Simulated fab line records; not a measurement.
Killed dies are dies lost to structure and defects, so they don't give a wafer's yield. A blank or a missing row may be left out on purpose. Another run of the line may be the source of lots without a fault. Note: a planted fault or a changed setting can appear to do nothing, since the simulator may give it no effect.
Matching of chambers | flow nand harc | rie diel-08 running NHARC_A_STAIRCASE_TRIM_187: 4 sister chambers
The step chemistry O2, time 211.2 s. 20 wafers are shown with their chamber, then 10 later ones without.

## WAFERS, EACH WITH ITS CHAMBER
wafer  | chamber | showerhead plenum p Torr (Torr) | oes product au (a.u.) | rf vpp V (V)
L075.3 | 1       | 3.53                            | 1.010                 | 58.0
L075.4 | 2       | 3.32                            | 1.014                 | 57.3
L075.6 | 1       | 3.53                            | 1.007                 | 57.7
L081.2 | 0       | 3.65                            | 1.005                 | 56.6
L081.3 | 2       | 3.31                            | 1.016                 | 57.3
L081.6 | 2       | 3.31                            | 1.008                 | 58.2
L080.3 | 2       | 3.31                            | 1.004                 | 58.5
L080.4 | 3       | 3.35                            | 1.003                 | 56.6
L080.5 | 3       | 3.35                            | 1.004                 | 57.4
L079.1 | 2       | 3.31                            | 1.008                 | 57.8
L079.5 | 0       | 3.65                            | 1.004                 | 59.2
L079.6 | 1       | 3.52                            | 0.992                 | 58.3
L085.3 | 1       | 3.52                            | 1.008                 | 57.1
L085.4 | 2       | 3.31                            | 1.002                 | 56.8
L085.5 | 2       | 3.31                            | 1.004                 | 56.4
L087.2 | 0       | 3.64                            | 0.999                 | 59.2
L087.5 | 0       | 3.64                            | 0.997                 | 56.8
L087.6 | 3       | 3.34                            | 1.001                 | 56.7
L090.1 | 1       | 3.51                            | 1.001                 | 58.1
L090.2 | 0       | 3.64                            | 0.992                 | 58.2

SIGNATURES (means of the wafers above)
reading                  | chamber 0 | chamber 1 | chamber 2 | chamber 3 | scatter within a chamber
showerhead plenum p Torr | 3.6440    | 3.5220    | 3.3114    | 3.3467    | 0.00588
oes product au           | 0.99940   | 1.00360   | 1.00800   | 1.00267   | 0.00558
rf vpp V                 | 58.000    | 57.840    | 57.471    | 56.900    | 0.826
Rule: for a wafer and a chamber, the distance is found by dividing, reading by reading, the gap between the wafer's reading and the chamber's mean by the reading's scatter, squaring, summing and taking the root. The wafer belongs to the nearest chamber; if the next one is less than 2 further off, it can't be placed. The scatter: take each reading less its chamber's mean, square it, sum over the shown wafers, divide by the number of wafers less the number of chambers, and take the root.

## WAFERS WITH NO CHAMBER GIVEN
wafer  | showerhead plenum p Torr (Torr) | oes product au (a.u.) | rf vpp V (V)
L090.6 | 3.34                            | 1.000                 | 56.4
L092.1 | 3.64                            | 0.993                 | 58.2
L092.3 | 3.51                            | 0.999                 | 57.2
L092.5 | 3.33                            | 0.996                 | 57.7
L095.1 | 3.33                            | 1.009                 | 56.7
L095.4 | 3.30                            | 1.008                 | 57.0
L095.5 | 3.33                            | 0.999                 | 56.5
L096.2 | 3.30                            | 1.013                 | 56.1
L096.4 | 3.33                            | 1.009                 | 56.7
L096.6 | 3.51                            | 0.999                 | 57.2

## EACH ONE'S CHAMBER
wafer  | from the rows above     | in truth
L090.6 | 3                       | 3
L092.1 | 0                       | 0
L092.3 | 1                       | 1
L092.5 | can't be placed: 3 or 2 | 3
L095.1 | can't be placed: 3 or 2 | 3
L095.4 | 2                       | 2
L095.5 | can't be placed: 3 or 2 | 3
L096.2 | 2                       | 2
L096.4 | can't be placed: 3 or 2 | 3
L096.6 | 1                       | 1
Placed correctly: 6 of 10. Not placeable from these rows: 4 (in 4, the candidates include the true chamber). Number placed wrongly: 0.
